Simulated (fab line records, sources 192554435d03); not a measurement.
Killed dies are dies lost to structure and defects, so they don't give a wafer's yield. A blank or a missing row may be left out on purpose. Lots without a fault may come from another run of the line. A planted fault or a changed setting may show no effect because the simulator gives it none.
Split-lot experiment | flow n5_finfet | 7 lots, 39 wafers read, on a route of 1938 steps

THE SPLIT
At N5_SD_EPI_P_ETCH_37 (etches SOC in N2/H2, overetch 108 nm, time 486 s), the setting source_w was moved away from the recipe's 3000 W on 12 of the 39 wafers read, by -17.7% to +11.8%. The other wafers ran this setting at the recipe's value.

The reading is taken at the split's own step.

THE READING
rf_vpp_V, in V, at N5_SD_EPI_P_ETCH_37 (etches SOC in N2/H2, overetch 108 nm, time 486 s). Fault-free wafers of this fab line usually give 240.9 V, standard deviation 1.2 V.

wafer  | tool, chamber at the split | source_w as run, W | against the recipe | rf_vpp_V, V | against lot-mates on the recipe
L078.2 | rie_diel-04, 0             | 3000               | recipe             | 242.2       | -
L078.4 | rie_diel-04, 3             | 3000               | recipe             | 239.5       | -
L078.5 | rie_diel-04, 0             | 3000               | recipe             | 242.0       | -
L080.1 | rie_diel-03, 2             | 3355               | +11.8%             | 233.2       | -7.7
L080.2 | rie_diel-03, 0             | 3355               | +11.8%             | 231.0       | -9.9
L080.3 | rie_diel-03, 3             | 3355               | +11.8%             | 229.6       | -11.3
L080.4 | rie_diel-03, 1             | 3000               | recipe             | 241.1       | -
L080.5 | rie_diel-03, 0             | 3000               | recipe             | 240.6       | -
L080.6 | rie_diel-03, 3             | 3000               | recipe             | 241.1       | -
L082.1 | rie_diel-03, 2             | 3000               | recipe             | 243.5       | -
L082.2 | rie_diel-03, 1             | 2469               | -17.7%             | 257.7       | +17.0
L082.3 | rie_diel-03, 0             | 2469               | -17.7%             | 257.3       | +16.6
L082.4 | rie_diel-03, 3             | 3000               | recipe             | 239.3       | -
L082.5 | rie_diel-03, 3             | 3000               | recipe             | 239.3       | -
L082.6 | rie_diel-03, 2             | 2469               | -17.7%             | 258.4       | +17.7
L083.1 | rie_diel-01, 1             | 3186               | +6.2%              | 234.7       | -6.6
L083.2 | rie_diel-01, 0             | 3000               | recipe             | 240.3       | -
L083.3 | rie_diel-01, 2             | 3186               | +6.2%              | 237.2       | -4.1
L083.4 | rie_diel-01, 3             | 3000               | recipe             | 241.8       | -
L083.5 | rie_diel-01, 2             | 3000               | recipe             | 241.7       | -
L083.6 | rie_diel-01, 3             | 3186               | +6.2%              | 236.0       | -5.3
L084.1 | rie_diel-04, 1             | 3000               | recipe             | 239.8       | -
L084.2 | rie_diel-04, 0             | 3000               | recipe             | 243.2       | -
L084.3 | rie_diel-04, 3             | 3000               | recipe             | 241.0       | -
L084.4 | rie_diel-04, 2             | 3000               | recipe             | 240.6       | -
L084.5 | rie_diel-04, 2             | 3000               | recipe             | 241.5       | -
L084.6 | rie_diel-04, 3             | 3000               | recipe             | 240.6       | -
L087.1 | rie_diel-01, 1             | 3000               | recipe             | 240.0       | -
L087.2 | rie_diel-01, 2             | 3290               | +9.7%              | 234.9       | -5.7
L087.3 | rie_diel-01, 0             | 3000               | recipe             | 240.9       | -
L087.4 | rie_diel-01, 3             | 3290               | +9.7%              | 233.3       | -7.3
L087.5 | rie_diel-01, 3             | 3000               | recipe             | 241.0       | -
L087.6 | rie_diel-01, 0             | 3290               | +9.7%              | 232.6       | -8.0
L093.1 | rie_diel-03, 1             | 3000               | recipe             | 241.4       | -
L093.2 | rie_diel-03, 2             | 3000               | recipe             | 242.6       | -
L093.3 | rie_diel-03, 3             | 3000               | recipe             | 238.9       | -
L093.4 | rie_diel-03, 0             | 3000               | recipe             | 240.6       | -
L093.5 | rie_diel-03, 0             | 3000               | recipe             | 242.1       | -
L093.6 | rie_diel-03, 1             | 3000               | recipe             | 242.0       | -

THE FIT
A straight line over all 39 wafers: rf_vpp_V changes by -0.886 V for each +1% of source_w; r = -0.98; the points scatter about the line by 1.2 V.
The same after taking each lot's own level away (the mean of its wafers on the recipe; 39 wafers): -0.89 V for each +1%; r = -0.98; scatter 1.3 V.
On that fit, the largest move of source_w shifts the reading by 16 V.
The lots' own levels span 240.63 to 241.27 V, that is 0.5 times the standard deviation above.
So the lot-to-lot level changes the slope little: the two slopes agree.
Check: with one of the wafers moved furthest among these (-17.7%) left out of the fit, the line predicts +15.8 V for it against its lot-mates. It came out at +17 V against them.
Tool readings at the split's step, against how far the setting was moved: rf_vpp_V r = -0.98.

OTHER SPLITS ON THESE WAFERS
These wafers also went through other splits before the reading. Each is held against what the fit with the lots' levels taken away leaves over:
other split on the same wafers | wafers away from the commonest value | r with rf_vpp_V (lot level and that fit taken away)
N5_DUMMY_GATE_ETCH_37 source_w | 12                                   | -0.16
N5_DUMMY_GATE_ETCH_32 time_s   | 15                                   | +0.08

THE FILE'S OWN FIT
rf_vpp_V changes by -0.885 V for each +1% of source_w, r = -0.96.
